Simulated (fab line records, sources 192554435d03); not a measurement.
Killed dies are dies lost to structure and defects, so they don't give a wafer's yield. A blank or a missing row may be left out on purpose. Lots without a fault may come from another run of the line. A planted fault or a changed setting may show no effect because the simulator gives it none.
A struck lot beside a sound one | flow n5_finfet | 19 steps out of a route of 1938
Sound: wafers L816.1, L816.3, L816.5. Struck: wafer L812.4. (L812.3 of the same lot was not struck and is left out.) The cause comes at the end.
At each step with rows: each side's tool, then ch and its chambers, then its first start. Under that, the readings that differ: sound wafers | struck wafers | difference of the means | sigmas: that difference in standard deviations of wafers without a fault.
alike: readings whose means differ by less than 2 such deviations, and words and numbers that are the same on both sides. not compared: withheld readings, readings that some wafer has no value for, bounds like >300 that may hide the same value, and numbers for which the record gives no deviation and whose values overlap.
The two part at a step that has a row with sigmas, a row that says differs or no value, or rows on one side only. Numbers that don't overlap but have no deviation are shown without sigmas and don't part them. A reading that every wafer of one side lacks parts them only if that side has two wafers or more.

first, 3 steps without rows for these wafers: N5_BEOL_M13_ETCH_67 (etches SiARC in CF4, target depth 143 nm, time 238.3 s); N5_BEOL_M13_ETCH_68 (etches SOC in N2/H2, time 355 s); N5_BEOL_M13_STRIP_69 (strips in N2/H2).
N5_BEOL_M13_TRENCH_ETCH_34: etches SiOC in C4F8/O2/Ar, target depth 413.47 nm, time 162.6 s.
  sound on rie_diel-05 ch 0,1, day 16 00:01; struck on rie_diel-05 ch 2, day 14 15:56
  reading                | sound             | struck | difference | sigmas
  he_outer_torr (Torr)   | 29.91 29.96 29.94 | 29.81  | -0.13      | -2
  throttle_valve_pct (%) | 24.02 24.17 24.17 | 24.82  | +0.70      | +3
  alike: C4F8_flow_sccm, drypump_motor_current_A, oes_product_au, rf_vpp_V, showerhead_plenum_p_Torr
  not compared: rf_hours_counter_h
then, 1 step without rows for these wafers: N5_BEOL_M13_STRIP_70 (strips in C4F8/O2/Ar).
N5_BEOL_M13_OCD_MEAS_35:
  sound on ocd-01, day 16 00:11; struck on ocd-01, day 14 16:07
  alike: trench_depth_nm
N5_BEOL_M13_STRIP_37: strips in N2/H2.
  sound on plasma_asher-01 ch 0, day 16 00:13; struck on plasma_asher-01 ch 1, day 14 16:10
  alike: drypump_motor_current_A, heater_power_w, oes_product_au
  not compared: rf_hours_counter_h
then, 3 steps without rows for these wafers: N5_BEOL_M13_ETCH_38 (etches SiCN in CF4/N2, target depth 67.5 nm, time 71.9 s); N5_BEOL_M13_PRECLEAN_39 (cleans in residue remover, time 60 s); N5_BEOL_M13_SRD_40 (time 30 s, dry time 30 s).
N5_BEOL_M13_DEGAS_41: time 60 s.
  sound on pvd_sputter-02, day 16 02:06; struck on pvd_sputter-01, day 14 17:08
  alike: heater_power_w, susceptor_temp_C
then, 1 step without rows for these wafers: N5_BEOL_M13_PRE_CLEAN_42 (time 30 s).
N5_BEOL_M13_SPUTTER_43: material TaN, target thk 15 nm, time 24.19 s.
  sound on pvd_sputter-02, day 16 02:11; struck on pvd_sputter-01, day 14 17:13
  reading                                      | sound    | struck | difference | sigmas
  model.TaN_of_BEOL_M13_SPUTTER_43.thk_nm (nm) | 15 15 15 | 12     | -3         |
  alike: throttle_valve_pct
  not compared: susceptor_temp_C
then, 1 step without rows for these wafers: N5_BEOL_M13_SPUTTER_44 (material Ta, target thk 10 nm, time 16.13 s).
N5_BEOL_M13_SPUTTER_45: material Cu, target thk 80 nm, time 13.33 s.
  sound on pvd_sputter-02, day 16 02:20; struck on pvd_sputter-01, day 14 17:23
  alike: susceptor_temp_C, throttle_valve_pct
then, 1 step without rows for these wafers: N5_BEOL_M13_ECD_47 (material Cu, target thk 936 nm).
N5_BEOL_M13_ANNEAL_48: time 90 s.
  sound on rtp_anneal-02 ch 0, day 16 02:37; struck on rtp_anneal-02 ch 0, day 14 17:56
  alike: wafer_temp_C_max
N5_BEOL_M13_CMP_49: polishes, stops on SiOC, t overpolish 17.1 s, target thk 420 nm.
  sound on cmp-03 ch 0,3, day 16 02:55; struck on cmp-02 ch 1, day 14 18:10
  reading                      | sound          | struck | difference | sigmas
  barrier_field_endpoint_s (s) | 32.0 31.1 31.3 | 27.0   | -4.5       | -6
  alike: motor_current_A
  not compared: pad_life_wafers
N5_BEOL_M13_THK_MEAS_50: measures by xrf.
  sound on film_metro-01, day 16 03:13; struck on film_metro-02, day 14 18:27
  alike: M13_THK

WHERE THEY PART
First at N5_BEOL_M13_TRENCH_ETCH_34; last, within this record, at N5_BEOL_M13_CMP_49. Later steps at which nothing parts them and some readings are alike: N5_BEOL_M13_THK_MEAS_50.

WHY: what the simulator had put in
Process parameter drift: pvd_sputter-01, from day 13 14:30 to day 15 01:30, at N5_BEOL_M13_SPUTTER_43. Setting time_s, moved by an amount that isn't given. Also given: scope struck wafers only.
